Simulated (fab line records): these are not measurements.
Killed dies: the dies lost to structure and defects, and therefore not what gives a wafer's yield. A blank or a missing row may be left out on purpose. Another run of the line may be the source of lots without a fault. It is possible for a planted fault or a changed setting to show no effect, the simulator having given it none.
One fault through the eyes of 3 desks | flow n5 finfet | each desk holds nothing but its own numbers, with what lay behind them at the end

THE TOOL OWNER'S DESK: rie si-04
The tool's own readings at N5_SD_EPI_N_SD_RECESS_17 (chemistry HBr/Cl2/O2, target depth 41 nm, time 23.7 s, bt time 3 s): means of the sampled wafers that have a number, for each lot that ran on this tool. If a lot's mean is further than 4 standard deviations from the usual mean, the lot is out of limits and carries the mark OUT (the distance appears in the brackets).
Columns: A = drypump motor current A at N5_SD_EPI_N_SD_RECESS_17, usual 5.6 A; B = oes product au at N5_SD_EPI_N_SD_RECESS_17, usual 1.009 a.u.; C = throttle valve pct at N5_SD_EPI_N_SD_RECESS_17, usual 37.2 %
lot  | first seen here | A   | B     | C
L179 | day 3 15:01     | 5.8 | 1.013 | 37.1
L183 | day 4 16:56     | 5.5 | 1.013 | 37.0
L190 | day 6 07:44     | 5.8 | 1.040 | 37.1
Result from this desk: across the 3 lots, nothing is out of limits.

FROM THE METROLOGY DESK
Means of the sampled wafers that have a number, per lot and without regard to the tool the lot ran on: this is what the gauges read. If a lot's mean is further than 4 standard deviations from the usual mean, the lot is out of limits and carries the mark OUT (the distance appears in the brackets). It has 22 readings; the 7 that lie furthest out on some lot are the ones shown.
Columns: A = IOFF_N_LIN at N5_BEOL_M4_RC_MEAS_101, usual 0.074 nA/um; B = IOFF_P at N5_BEOL_M4_RC_MEAS_101, usual 0.21 nA/um; C = RC_DENSE_N at N5_BEOL_M4_RC_MEAS_101, usual 19.1 ohm.um; D = RC_N at N5_BEOL_M4_RC_MEAS_101, usual 15.6 ohm.um; E = VT_N at N5_BEOL_M4_RC_MEAS_101, usual 249.3 mV; F = VT_N_LVT at N5_BEOL_M4_RC_MEAS_101, usual 98.2 mV; G = VT_P at N5_BEOL_M4_RC_MEAS_101, usual -250 mV
lot  | first seen here | A     | B    | C    | D    | E     | F    | G
L178 | day 8 04:54     | 0.078 | 0.23 | 19.1 | 15.6 | 248.2 | 97.9 | -246
L179 | day 9 00:26     | 0.067 | 0.22 | 18.9 | 15.4 | 251.5 | 98.8 | -247
L183 | day 9 05:35     | 0.077 | 0.23 | 19.0 | 15.5 | 248.1 | 98.4 | -249
L181 | day 9 12:25     | 0.077 | 0.21 | 20.1 | 16.3 | 248.2 | 98.0 | -252
L190 | day 11 10:28    | 0.067 | 0.22 | 19.1 | 15.6 | 251.4 | 99.2 | -249
L194 | day 11 21:24    | 0.090 | 0.28 | 19.2 | 15.7 | 244.7 | 94.0 | -244
L196 | day 13 00:23    | 0.077 | 0.26 | 18.5 | 15.0 | 249.2 | 96.1 | -245
L200 | day 14 04:16    | 0.073 | 0.20 | 18.8 | 15.3 | 251.7 | 98.4 | -252
Result from this desk: across the 8 lots, nothing is out of limits.

THE DEFECT DESK
What the inspections along the route counted, lot by lot: means of the sampled wafers that have a number. If a lot's mean is further than 4 standard deviations from the usual mean, the lot is out of limits and carries the mark OUT (the distance appears in the brackets).
Columns: A = raw defect count at N5_SD_EPI_N_INSPECT_11, usual 2.1
lot  | first seen here | A
L178 | day 3 10:46     | 1.3
L179 | day 3 14:18     | 3.3
L181 | day 4 07:14     | 2.0
L183 | day 4 16:13     | 1.3
L190 | day 6 07:01     | 2.0
L194 | day 7 09:50     | 3.0
L196 | day 7 23:17     | 3.0
L200 | day 8 20:01     | 1.7
Result from this desk: across the 8 lots, nothing is out of limits.

TAKEN TOGETHER
Nothing out of limits was seen by the tool owner's desk.
The metrology desk saw nothing out of limits.
The defect desk saw nothing out of limits.

WHAT HAD BEEN PUT IN BY THE SIMULATOR
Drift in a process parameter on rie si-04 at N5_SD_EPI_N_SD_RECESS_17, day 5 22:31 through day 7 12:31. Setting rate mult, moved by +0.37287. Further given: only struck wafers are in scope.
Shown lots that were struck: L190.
